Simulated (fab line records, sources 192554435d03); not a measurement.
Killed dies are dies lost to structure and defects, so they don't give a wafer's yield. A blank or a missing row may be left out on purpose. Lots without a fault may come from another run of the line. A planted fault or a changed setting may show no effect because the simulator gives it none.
A struck lot beside a sound one | flow n5_finfet | 16 steps out of a route of 1938
Sound: wafers L734.1, L734.3, L734.5. Struck: wafers L740.4, L740.5, L740.6. The cause comes at the end.
At each step with rows: each side's tool, then ch and its chambers, then its first start. Under that, the readings that differ: sound wafers | struck wafers | difference of the means | sigmas: that difference in standard deviations of wafers without a fault.
alike: readings whose means differ by less than 2 such deviations, and words and numbers that are the same on both sides. not compared: withheld readings, readings that some wafer has no value for, bounds like >300 that may hide the same value, and numbers for which the record gives no deviation and whose values overlap.
The two part at a step that has a row with sigmas, a row that says differs or no value, or rows on one side only. Numbers that don't overlap but have no deviation are shown without sigmas and don't part them. A reading that every wafer of one side lacks parts them only if that side has two wafers or more.

N5_DUMMY_GATE_ETCH_42: etches SiO2 in CHF3/O2, target depth 3.5 nm, time 31 s.
  sound on rie_diel-04 ch 0,1, day 4 06:53; struck on rie_diel-04 ch 0,1,3, day 5 19:55
  alike: bias_w, drypump_motor_current_A, oes_product_au, rf_vpp_V, showerhead_plenum_p_Torr, throttle_valve_pct
  not compared: rf_hours_counter_h
N5_DUMMY_GATE_STRIP_48: strips in N2/H2, time 20 s.
  sound on rie_diel-04 ch 0,1, day 4 06:56; struck on rie_diel-04 ch 0,1,3, day 5 19:58
  alike: drypump_motor_current_A, oes_product_au, rf_vpp_V, showerhead_plenum_p_Torr, throttle_valve_pct
  not compared: rf_hours_counter_h
then, 5 steps without rows for these wafers: N5_DUMMY_GATE_PRECLEAN_33 (cleans in dHF, time 10 s); N5_DUMMY_GATE_PRECLEAN_25 (cleans in O3/DIW, time 45 s); N5_DUMMY_GATE_PRECLEAN_51 (cleans in SC2, time 45 s); N5_DUMMY_GATE_SRD_26 (time 30 s); N5_DUMMY_GATE_UV_OZONE_45 (time 120 s).
N5_DUMMY_GATE_INSPECT_27: inspects for defects (brightfield).
  sound on defect_inspect-02, day 4 07:07; struck on defect_inspect-01, day 5 20:13
  alike: raw_defect_count
N5_SPACER0_ALD_07: deposits SiNx, target thk 2 nm.
  sound on ald_sin-04 ch 1,2,3, day 4 08:08; struck on ald_sin-01 ch 0,1,3, day 5 20:14
  alike: heater_power_w, susceptor_temp_C
N5_SPACER0_ALD_00: deposits SiOCN, target thk 3.5 nm, pulse time 3 s, purge time 2 s.
  sound on ald_sin-04 ch 1,2,3, day 4 08:17; struck on ald_sin-01 ch 0,1,3, day 5 20:24
  alike: heater_power_w, precursor_pulse_height_rel, susceptor_temp_C
N5_SPACER0_ALD_08: deposits SiNx, target thk 2 nm.
  sound on ald_sin-04 ch 1,2,3, day 4 08:33; struck on ald_sin-01 ch 0,1,3, day 5 20:39
  alike: heater_power_w, susceptor_temp_C
N5_SPACER0_INSPECT_04: inspects for defects (darkfield).
  sound on defect_inspect-01, day 4 08:43; struck on defect_inspect-01, day 5 20:49
  alike: raw_defect_count
N5_SD_EPI_N_COAT_32: time 60 s, resist thk 350 nm.
  sound on litho_track-03 ch 0, day 4 08:44; struck on litho_track-03 ch 0, day 5 20:50
  reading                                   | sound                | struck               | difference | sigmas
  spin_speed_rpm (rpm)                      | 1499.5 1498.7 1498.6 | 1354.9 1355.1 1356.2 | -143.5     | -99 or more
  model.SOC_of_SD_EPI_N_COAT_32.thk_nm (nm) | 348 349.8 350        | 369.2 369.8 370.6    | +20.6      |
then, 1 step without rows for these wafers: N5_SD_EPI_N_COAT_33 (time 60 s, resist thk 35 nm).
-- the record jumps here: 5 days lie between the struck wafers' starts before and after (it left off in module SD_EPI_N and takes up again in module BEOL_M4, whose first step shown is number 1111 of the route) --
N5_BEOL_M4_RC_MEAS_101:
  sound on prober-01 ch 0, day 9 04:25; struck on prober-01 ch 0, day 10 16:01
  alike: DIBL_N, DIBL_P, IOFF_N, IOFF_P, ION_N, ION_P, SS_N, SS_P, VT_N, VT_P
-- the record jumps here: 4 days lie between the struck wafers' starts before and after (it left off in module BEOL_M4 and takes up again in module PASSIVATION, whose first step shown is number 1936 of the route) --
N5_PASSIVATION_PROBE_49:
  the record has rows for the struck wafers here (prober-01, day 14 16:13) and none for the sound ones

WHERE THEY PART
First at N5_SD_EPI_N_COAT_32; last, within this record, at N5_PASSIVATION_PROBE_49.

WHY: what the simulator had put in
Process parameter drift: litho_track-03, from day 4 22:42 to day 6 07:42, at N5_SD_EPI_N_COAT_32. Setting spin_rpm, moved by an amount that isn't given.
